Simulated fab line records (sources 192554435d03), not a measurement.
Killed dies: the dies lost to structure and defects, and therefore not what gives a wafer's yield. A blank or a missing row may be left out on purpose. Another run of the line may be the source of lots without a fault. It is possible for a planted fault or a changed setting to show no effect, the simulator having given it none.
Split-lot study || flow n5_finfet || on a route of 1938 steps: 7 lots, 21 wafers read

## ABOUT THE SPLIT
At N5_BEOL_M9_HM_DEP_02 (deposits TiN, target thk 20 nm), the setting target_thk_a was moved away from the recipe's 200 angstrom on 5 of the 21 wafers read, by -11.2% to +5.8%. The other wafers ran this setting at the recipe's value.

## FROM THE SPLIT TO THE READING: what the file shows between them, 4 steps
- N5_BEOL_M9_COAT_59: time 60 s, resist thk 100 nm
- N5_BEOL_M9_COAT_60: time 60 s, resist thk 30 nm
- N5_BEOL_M9_STRIP_68: strips in N2/H2
- N5_BEOL_M9_STRIP_67: strips in CF4

## THE READING
etch.depth_nm (the simulator's own value, which no gauge read), in nm, at N5_BEOL_M9_HM_OPEN_17 (chemistry Cl2/BCl3, target TiN, target depth 20 nm, overetch 6 nm). There is no usual value for it anywhere in the file. Here, 16 wafers ran the recipe; their average is 19.96 nm with a standard deviation of 0.17 nm.

{"wafer": "L074.1", "tool, chamber at the split": "pvd_sputter-01, -", "target_thk_a as run, angstrom": 200, "against the recipe": "recipe", "etch.depth_nm, nm": 19.83, "against lot-mates on the recipe": "-"}
{"wafer": "L074.2", "tool, chamber at the split": "pvd_sputter-01, -", "target_thk_a as run, angstrom": 200, "against the recipe": "recipe", "etch.depth_nm, nm": 19.97, "against lot-mates on the recipe": "-"}
{"wafer": "L074.5", "tool, chamber at the split": "pvd_sputter-01, -", "target_thk_a as run, angstrom": 200, "against the recipe": "recipe", "etch.depth_nm, nm": 19.85, "against lot-mates on the recipe": "-"}
{"wafer": "L076.1", "tool, chamber at the split": "pvd_sputter-03, -", "target_thk_a as run, angstrom": 200, "against the recipe": "recipe", "etch.depth_nm, nm": 20.06, "against lot-mates on the recipe": "-"}
{"wafer": "L076.4", "tool, chamber at the split": "pvd_sputter-03, -", "target_thk_a as run, angstrom": 211.5, "against the recipe": "+5.8%", "etch.depth_nm, nm": 21.12, "against lot-mates on the recipe": "+1.06"}
{"wafer": "L076.5", "tool, chamber at the split": "pvd_sputter-03, -", "target_thk_a as run, angstrom": 211.5, "against the recipe": "+5.8%", "etch.depth_nm, nm": 21.5, "against lot-mates on the recipe": "+1.44"}
{"wafer": "L079.2", "tool, chamber at the split": "pvd_sputter-01, -", "target_thk_a as run, angstrom": 177.6, "against the recipe": "-11.2%", "etch.depth_nm, nm": 17.52, "against lot-mates on the recipe": -2.25}
{"wafer": "L079.3", "tool, chamber at the split": "pvd_sputter-01, -", "target_thk_a as run, angstrom": 200, "against the recipe": "recipe", "etch.depth_nm, nm": 19.78, "against lot-mates on the recipe": "-"}
{"wafer": "L079.5", "tool, chamber at the split": "pvd_sputter-01, -", "target_thk_a as run, angstrom": 200, "against the recipe": "recipe", "etch.depth_nm, nm": 19.77, "against lot-mates on the recipe": "-"}
{"wafer": "L086.2", "tool, chamber at the split": "pvd_sputter-01, -", "target_thk_a as run, angstrom": 200, "against the recipe": "recipe", "etch.depth_nm, nm": 19.93, "against lot-mates on the recipe": "-"}
{"wafer": "L086.3", "tool, chamber at the split": "pvd_sputter-01, -", "target_thk_a as run, angstrom": 200, "against the recipe": "recipe", "etch.depth_nm, nm": 20.21, "against lot-mates on the recipe": "-"}
{"wafer": "L086.5", "tool, chamber at the split": "pvd_sputter-01, -", "target_thk_a as run, angstrom": 200, "against the recipe": "recipe", "etch.depth_nm, nm": 19.95, "against lot-mates on the recipe": "-"}
{"wafer": "L087.1", "tool, chamber at the split": "pvd_sputter-03, -", "target_thk_a as run, angstrom": 200, "against the recipe": "recipe", "etch.depth_nm, nm": 19.84, "against lot-mates on the recipe": "-"}
{"wafer": "L087.2", "tool, chamber at the split": "pvd_sputter-03, -", "target_thk_a as run, angstrom": 200, "against the recipe": "recipe", "etch.depth_nm, nm": 19.93, "against lot-mates on the recipe": "-"}
{"wafer": "L087.6", "tool, chamber at the split": "pvd_sputter-03, -", "target_thk_a as run, angstrom": 200, "against the recipe": "recipe", "etch.depth_nm, nm": 20.11, "against lot-mates on the recipe": "-"}
{"wafer": "L090.3", "tool, chamber at the split": "pvd_sputter-03, -", "target_thk_a as run, angstrom": 200, "against the recipe": "recipe", "etch.depth_nm, nm": 19.81, "against lot-mates on the recipe": "-"}
{"wafer": "L090.5", "tool, chamber at the split": "pvd_sputter-03, -", "target_thk_a as run, angstrom": 200, "against the recipe": "recipe", "etch.depth_nm, nm": 20.04, "against lot-mates on the recipe": "-"}
{"wafer": "L090.6", "tool, chamber at the split": "pvd_sputter-03, -", "target_thk_a as run, angstrom": 200, "against the recipe": "recipe", "etch.depth_nm, nm": 20.4, "against lot-mates on the recipe": "-"}
{"wafer": "L094.1", "tool, chamber at the split": "pvd_sputter-02, -", "target_thk_a as run, angstrom": 180.5, "against the recipe": "-9.8%", "etch.depth_nm, nm": 18.05, "against lot-mates on the recipe": -1.82}
{"wafer": "L094.3", "tool, chamber at the split": "pvd_sputter-02, -", "target_thk_a as run, angstrom": 180.5, "against the recipe": "-9.8%", "etch.depth_nm, nm": 17.84, "against lot-mates on the recipe": -2.03}
{"wafer": "L094.6", "tool, chamber at the split": "pvd_sputter-02, -", "target_thk_a as run, angstrom": 200, "against the recipe": "recipe", "etch.depth_nm, nm": 19.87, "against lot-mates on the recipe": "-"}

THE FIT
A straight line over all 21 wafers: etch.depth_nm changes by +0.216 nm for each +1% of target_thk_a; r = +0.98; the points scatter about the line by 0.17 nm.
The same after taking each lot's own level away (the mean of its wafers on the recipe; 21 wafers): +0.203 nm for each +1%; r = +0.99; scatter 0.14 nm.
The reading moves by 2.3 nm for the largest change in target_thk_a, on that fit.
Measured against the standard deviation above, the lots' own levels, which go from 19.775 to 20.083 nm, span 1.9 times it.
The two slopes agree, so the slope changes little with the lot-to-lot level.
Check: -2.26 nm against its lot-mates is what the line predicts for one of the wafers moved furthest among these (-11.2%) when that wafer is left out of the fit. It came out at -2.25 nm against them.

## THESE WAFERS: OTHER SPLITS
These wafers also went through other splits before the reading. Each is held against what the fit with the lots' levels taken away leaves over:
{"other split on the same wafers": "N5_BEOL_M7_EXPOSE_25 dose_mj", "wafers away from the commonest value": 3, "r with etch.depth_nm (lot level and that fit taken away)": -0.14}
{"other split on the same wafers": "N5_BEOL_M8_COAT_22 spin_rpm", "wafers away from the commonest value": 4, "r with etch.depth_nm (lot level and that fit taken away)": "+0.01"}
{"other split on the same wafers": "N5_BEOL_M8_ETCH_72 h2_flow_sccm", "wafers away from the commonest value": 10, "r with etch.depth_nm (lot level and that fit taken away)": "+0.20"}
{"other split on the same wafers": "N5_BEOL_M9_PECVD_70 temp_c", "wafers away from the commonest value": 6, "r with etch.depth_nm (lot level and that fit taken away)": "+0.01"}

## THE WHOLE CHAIN: every reading that the file lists as answering this split, in the file's order
{"step": "N5_BEOL_M9_HM_DEP_02", "what it does": "deposits TiN, target thk 20 nm", "reading": "TiN_of_BEOL_M9_HM_DEP_02.thk_nm (the simulator's own value, which no gauge read)", "change (the file's fit)": "+0.2 nm for each +1% of the setting", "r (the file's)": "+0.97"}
{"step": "N5_BEOL_M9_HM_OPEN_17", "what it does": "chemistry Cl2/BCl3, target TiN, target depth 20 nm, overetch 6 nm", "reading": "etch.depth_nm (the simulator's own value, which no gauge read)", "change (the file's fit)": "+0.202 nm for each +1% of the setting", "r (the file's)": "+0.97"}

## FILE'S OWN FIT
etch.depth_nm changes by +0.202 nm for each +1% of target_thk_a, r = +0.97.
